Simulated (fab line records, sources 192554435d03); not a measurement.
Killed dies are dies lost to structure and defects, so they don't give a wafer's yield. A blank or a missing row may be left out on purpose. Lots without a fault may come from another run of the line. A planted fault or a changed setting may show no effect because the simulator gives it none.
fab line records | flow n5_finfet | part 2 of 2: steps 20 to 33 of 33
record lots=5 wafers=15 last_day=19
route steps=1938 shown SD_EPI_P@296
lots that met no fault: from a run of the same line without faults
start_h: hours from the record's first day to the start of the lot's first wafer shown | wait_h: hours since the lot's step before | " the same as in the row above | L1.1+2: a row that stands for several wafers | - no value, or no start given | * or withheld: withheld | < > ~ a bound
route shown NAME@n: a module of which the file shows steps, and the number in the route of the first | usual: mean/standard deviation of fault-free wafers | same: alike in all rows | chamber/n: place in a boat | sites: the reading at each site | _std_site: their standard deviation | _edge_site: outer sites' mean less inner sites' | radius_mm: how far each site lies from the wafer's centre | mask NAME#n: copy n | behind: the tool/chamber that last shaped the wafer | hold: why the lot was held/for how many hours/how that ended | device: the transistor (n, p or np) that didn't switch | end of line: the same wafers' tests at the end of the route | a step without rows: its recipe alone | killed: dies lost to structure and defects at the first sort, not the wafer's yield | map: a wafer's dies, x killed, . not, _ none there
set.NAME: the setting as run; set.NAME@STEP: as run at that earlier step | model.NAME: the simulator's own value behind a step, which no gauge read
lots at some steps of the route; a table a step, a row a wafer
services: from which hour (start_h, from the record's first day; less than 0 if before it) a tool's chamber was out of use, for how many hours, and why
## steps
# step N5_SD_EPI_P_WET_ETCH_45
# recipe chemistry=dHF dilution=withheld time_s=10.7 target=SiO2 target_depth_a=20 temp_c=25 dry=ipa_marangoni rinse_time_s=30 rinse_temp_c=23
# columns lot.wafer tool chamber start_h wait_h
L074.2+3+4 wet_bench-05 7,0,6 53.51 0.1
L079.1+2+3 wet_bench-05 3,5,0 83.82 0.1
L081.1+3+4 wet_bench-05 1,4,7 96.22 0.1
L082.1+2+3 wet_bench-05 1,5,2 105.27 0.1
L086.1+2+6 wet_bench-02 7,1,0 136.88 0.1
# step N5_SD_EPI_P_STRIP_40
# recipe chemistry=N2/H2 power_w=1000 temp_c=250 h2_frac=0.65 overash_fraction=0.3 pressure_mtorr=withheld n2_flow_sccm=1750 h2_flow_sccm=3250
# usual drypump_motor_current_A=5.5/0.58 heater_power_w=328/23 oes_product_au=0.762/0.011
# columns lot.wafer tool chamber start_h wait_h drypump_motor_current_A heater_power_w oes_product_au rf_hours_counter_h
L074.2 plasma_asher-02 0 53.56 0.0 5.6 325 0.762 30
L074.3 " 0 " " 5.6 333 0.788 -
L074.4 " 1 " " 4.6 367 0.741 -
L079.1 plasma_asher-02 1 83.87 0.0 4.6 358 0.766 37
L079.2 " 0 " " 5.6 329 0.775 37
L079.3 " 1 " " 4.6 362 0.781 -
L081.1 plasma_asher-02 1 96.27 0.0 4.6 364 0.761 39
L081.3 " 1 " " 4.6 358 0.770 -
L081.4 " 0 " " 5.6 323 0.766 -
L082.1 plasma_asher-02 0 105.32 0.0 5.6 336 0.744 41
L082.2 " 1 " " 4.6 358 0.747 41
L082.3 " 1 " " 4.6 358 0.759 -
L086.1 plasma_asher-01 1 136.93 0.0 6.3 304 0.763 97
L086.2 " 0 " " 5.6 323 0.760 97
L086.6 " 1 " " 6.3 299 0.756 -
# step N5_SD_EPI_P_PRECLEAN_52
# recipe chemistry=O3/DIW time_s=60 temp_c=22 o3_ppm=10
# columns lot.wafer tool chamber start_h wait_h
L074.2+3+4 wet_bench-06 7,0,6 53.65 -
L079.1+2+3 wet_bench-02 2,6,1 83.96 -
L081.1+3+4 wet_bench-05 4,2,1 96.35 -
L082.1+2+3 wet_bench-06 4,1,2 105.40 -
L086.1+2+6 wet_bench-06 6,5,4 137.02 -
# step N5_SD_EPI_P_SRD_20
# recipe dry=ipa_marangoni do_ppb=5 time_s=30 temp_c=23 rinse_liquid=diw
# columns lot.wafer tool chamber start_h wait_h
L074.2+3+4 wet_bench-06 7,0,6 53.67 0.0
L079.1+2+3 wet_bench-02 2,6,1 83.98 0.0
L081.1+3+4 wet_bench-05 4,2,1 96.37 0.0
L082.1+2+3 wet_bench-06 4,1,2 105.42 0.0
L086.1+2+6 wet_bench-06 6,5,4 137.04 0.0
# step N5_SD_EPI_P_PRECLEAN_51
# recipe chemistry=NF3:NH3 afs_cycles=1 temp_c=30 time_s=20 sublimation_temp_c=180 sublimation_time_s=60 pressure_torr=3 rf_power_w=30
# columns lot.wafer tool chamber start_h wait_h
L074.2+3+4 epi_rpcvd-03 0 53.75 0.1
L079.1+2+3 epi_rpcvd-02 0 84.03 0.0
L081.1+3+4 epi_rpcvd-02 0 96.42 0.0
L082.1+2+3 epi_rpcvd-04 0 105.47 0.0
L086.1+2+6 epi_rpcvd-02 0 137.09 0.0
# step N5_SD_EPI_P_VAPOR_ETCH_44
# recipe chemistry=NF3/Ar target=SiGe30 temp_c=25 time_s=3.3 mode=isotropic
# columns lot.wafer tool chamber start_h wait_h
L074.2+3+4 epi_rpcvd-03 0 53.93 0.1
L079.1+2+3 epi_rpcvd-02 0 84.21 0.1
L081.1+3+4 epi_rpcvd-02 0 96.60 0.1
L082.1+2+3 epi_rpcvd-04 0 105.65 0.1
L086.1+2+6 epi_rpcvd-02 0 137.33 0.2
# step N5_SD_EPI_P_EPI_21
# recipe material=SiGe:B dopant=B temp_c=550 pressure_torr=20 ambient=H2 time_s=355
# same epi_growth_time_s=355
# columns lot.wafer tool chamber start_h wait_h
L074.2+3+4 epi_rpcvd-03 0 54.44 0.5
L079.1+2+3 epi_rpcvd-02 0 84.39 0.1
L081.1+3+4 epi_rpcvd-02 0 96.78 0.1
L082.1+2+3 epi_rpcvd-04 0 105.83 0.1
L086.1+2+6 epi_rpcvd-02 0 137.57 0.2
# step N5_SD_EPI_P_EPI_MEAS_23
# recipe mode=xrd
# usual thk_nm=60.8/1.2
# columns lot.wafer tool chamber start_h wait_h thk_nm
L074.2 film_metro-02 - 56.27 1.5 60.4
L074.3 " - " " 61.3
L074.4 " - " " 60.2
L079.1 film_metro-01 - 86.58 1.8 61.0
L079.2 " - " " 61.3
L079.3 " - " " 62.3
L081.1 film_metro-02 - 98.98 1.8 61.5
L081.3 " - " " 59.2
L081.4 " - " " 61.9
L082.1 film_metro-02 - 108.03 1.8 60.8
L082.2 " - " " 61.3
L082.3 " - " " 59.3
L086.1 film_metro-02 - 140.51 2.5 60.9
L086.2 " - " " 60.3
L086.6 " - " " 62.9
# step N5_SD_EPI_P_HM_STRIP_48
# recipe chemistry=H3PO4 temp_c=160 material=SiNx target=SiNx target_depth_a=30 overetch_fraction=0.3
# columns lot.wafer tool chamber start_h wait_h
L074.2+3+4 wet_bench-06 4,0,5 56.31 0.0
L079.1+2+3 wet_bench-02 5,6,3 86.62 0.0
L081.1+3+4 wet_bench-06 2,3,6 99.01 0.0
L082.1+2+3 wet_bench-06 5,2,3 108.07 0.0
L086.1+2+6 wet_bench-02 3,4,1 140.54 0.0
# step N5_SD_EPI_P_SRD_49
# recipe dry=ipa_marangoni time_s=30 temp_c=23 rinse_liquid=diw
# columns lot.wafer tool chamber start_h wait_h
L074.2+3+4 wet_bench-06 4,0,5 56.36 0.0
L079.1+2+3 wet_bench-02 5,6,3 86.67 0.0
L081.1+3+4 wet_bench-06 2,3,6 99.06 0.0
L082.1+2+3 wet_bench-06 5,2,3 108.12 0.0
L086.1+2+6 wet_bench-02 3,4,1 140.59 0.0
# step N5_SD_EPI_P_PRECLEAN_24
# recipe chemistry=O3/DIW time_s=45 temp_c=22 o3_ppm=10
# columns lot.wafer tool chamber start_h wait_h
L074.2+3+4 wet_bench-06 4,0,5 56.38 0.0
L079.1+2+3 wet_bench-02 5,6,3 86.69 0.0
L081.1+3+4 wet_bench-06 2,3,6 99.08 0.0
L082.1+2+3 wet_bench-06 5,2,3 108.14 0.0
L086.1+2+6 wet_bench-02 3,4,1 140.61 0.0
# step N5_SD_EPI_P_PRECLEAN_32
# recipe chemistry=dHF time_s=10 dilution=500:1 temp_c=25
# columns lot.wafer tool chamber start_h wait_h
L074.2+3+4 wet_bench-06 4,0,5 56.39 0.0
L079.1+2+3 wet_bench-02 5,6,3 86.70 0.0
L081.1+3+4 wet_bench-06 2,3,6 99.10 0.0
L082.1+2+3 wet_bench-06 5,2,3 108.15 0.0
L086.1+2+6 wet_bench-02 3,4,1 140.63 0.0
# step N5_SD_EPI_P_PRECLEAN_33
# recipe chemistry=SC2 time_s=45 temp_c=35 mix=1:1:50
# columns lot.wafer tool chamber start_h wait_h
L074.2+3+4 wet_bench-06 4,0,5 56.39 0.0
L079.1+2+3 wet_bench-02 5,6,3 86.70 0.0
L081.1+3+4 wet_bench-06 2,3,6 99.10 0.0
L082.1+2+3 wet_bench-06 5,2,3 108.15 0.0
L086.1+2+6 wet_bench-02 3,4,1 140.63 0.0
# step N5_SD_EPI_P_SRD_25
# recipe time_s=30 temp_c=23 rinse_liquid=diw dry=ipa_marangoni
# columns lot.wafer tool chamber start_h wait_h
L074.2+3+4 wet_bench-06 4,0,5 56.41 0.0
L079.1+2+3 wet_bench-02 5,6,3 86.72 0.0
L081.1+3+4 wet_bench-06 2,3,6 99.11 0.0
L082.1+2+3 wet_bench-06 5,2,3 108.16 0.0
L086.1+2+6 wet_bench-02 3,4,1 140.64 0.0
## services
# columns tool chamber start_h hours kind
rie_diel-06 3 29.13 5.4 repair
rie_diel-06 1 30.45 14.7 repair
arfi_scanner-02 - 33.53 7.2 repair
arfi_scanner-01 - 45.94 0.5 repair
arfi_scanner-03 - 49.81 1.3 pm
rie_diel-04 3 49.91 - clean
rie_diel-04 3 49.91 - consumable_replace:focus_ring
rie_diel-04 3 49.91 17.3 scheduled_down
rie_diel-04 3 49.91 17.3 vent_cycle
litho_track-03 - 54.30 - consumable_replace:filter
arfi_scanner-02 - 61.82 0.4 repair
arfi_scanner-01 - 66.03 1.0 pm
arfi_scanner-02 - 66.04 1.0 pm
arfi_scanner-02 - 73.41 0.8 pm
litho_track-02 - 73.70 - consumable_replace:filter
arfi_scanner-01 - 78.40 1.3 pm
wet_bench-05 - 80.22 2.1 repair
arfi_scanner-01 - 86.13 1.5 repair
arfi_scanner-03 - 92.64 1.0 pm
rie_diel-06 1 98.68 2.0 repair
epi_rpcvd-04 - 110.74 0.5 repair
arfi_scanner-02 - 116.24 1.0 repair
arfi_scanner-03 - 124.05 1.0 pm
arfi_scanner-01 - 138.44 3.1 pm
